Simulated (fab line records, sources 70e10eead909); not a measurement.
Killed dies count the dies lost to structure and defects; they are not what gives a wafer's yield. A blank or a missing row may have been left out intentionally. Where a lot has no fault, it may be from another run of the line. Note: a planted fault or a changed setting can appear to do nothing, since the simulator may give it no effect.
A lot that was struck, set against a sound lot | flow nand-harc | 18 out of 1302 route steps
Sound: the wafers L881.2, L881.5, L881.6. Wafers L889.2, L889.5, L889.6 were the ones struck. The cause is named last.
Order at every step that has rows: each side's tool, ch and its chambers, its first start. Under that, the readings that differ: sound wafers | struck wafers | difference of the means | sigmas: that difference in standard deviations of wafers without a fault.
alike: readings whose means differ by less than 2 such deviations, and words and numbers that are the same on both sides. not compared: withheld readings, readings that some wafer has no value for, bounds like >300 that may hide the same value, and numbers for which the record gives no deviation and whose values overlap.
Wherever a step has rows on one side only, a row that says differs or no value, or a row with sigmas, the two part there. When numbers do not overlap yet have no deviation, they are printed without sigmas and do not part them. Lack of a reading on every wafer of one side parts them only where that side has two or more wafers.

first, 2 steps without rows for these wafers: NHARC_P_STI_SRD_39; NHARC_P_STI_OXIDE_40 (material SiO2, target thk 10 nm, ox time 1362 s).
NHARC_P_STI_INSPECT_25:
  struck on defect-inspect-02, day 8 04:18; sound on defect-inspect-02, day 5 02:22
  alike: raw-defect-count
then, 9 steps without rows for these wafers: NHARC_P_GATE_ETCH_69 (etches SiO2 in dHF, target depth 14 nm); NHARC_P_GATE_PRECLEAN_70 (cleans in SC1); NHARC_P_GATE_SRD_01; NHARC_P_GATE_OXIDE_02 (material SiO2, target thk 37.5 nm, ox time 365 s); NHARC_P_GATE_DEHYDRATE_03 (time 120 s); NHARC_P_GATE_HMDS_04 (time 30 s); NHARC_P_GATE_COAT_05; NHARC_P_GATE_SOFTBAKE_06 (time 95 s); NHARC_P_GATE_EBR_07.
NHARC_P_GATE_EXPOSE_08: exposes mask P HV.
  sound on krf-scanner-01 ch 0, day 5 10:46; struck on krf-scanner-01 ch 0, day 8 12:44
  reading | sound                | struck                  | difference | sigmas
  mask    | P_HV#0 P_HV#0 P_HV#0 | P_PSD#0 P_PSD#0 P_PSD#0 | differs    |
then, 2 steps without rows for these wafers: NHARC_P_GATE_PEB_09 (peb time 85 s); NHARC_P_GATE_DEVELOP_10 (time 70 s).
NHARC_P_GATE_CD_MEAS_11 targets a cd of 1640 nm.
  sound on cd-sem-02 ch 0, day 5 10:55; struck on cd-sem-01 ch 0, day 8 12:53
  reading    | sound                | struck | difference                    | sigmas
  cd-nm (nm) | 1644.0 1642.4 1640.9 | - - -  | no value on the struck wafers |
then, 1 step without rows for these wafers: NHARC_P_GATE_HARDBAKE_12 (time 80 s).
-- break in the record here, with 21 days between the starts of the struck wafers on either side (left off in module P_GATE, picked up again in module END, where the first step shown is number 1302 on the route) --
NHARC_END_SORT_01:
  only the struck wafers appear in the record here, on prober-01 ch 0 at day 29 05:32; the sound ones have no rows

## WHERE THEY PART
First at NHARC_P_GATE_EXPOSE_08; last, within this record, at NHARC_END_SORT_01.

WHY: the cause the simulator had injected
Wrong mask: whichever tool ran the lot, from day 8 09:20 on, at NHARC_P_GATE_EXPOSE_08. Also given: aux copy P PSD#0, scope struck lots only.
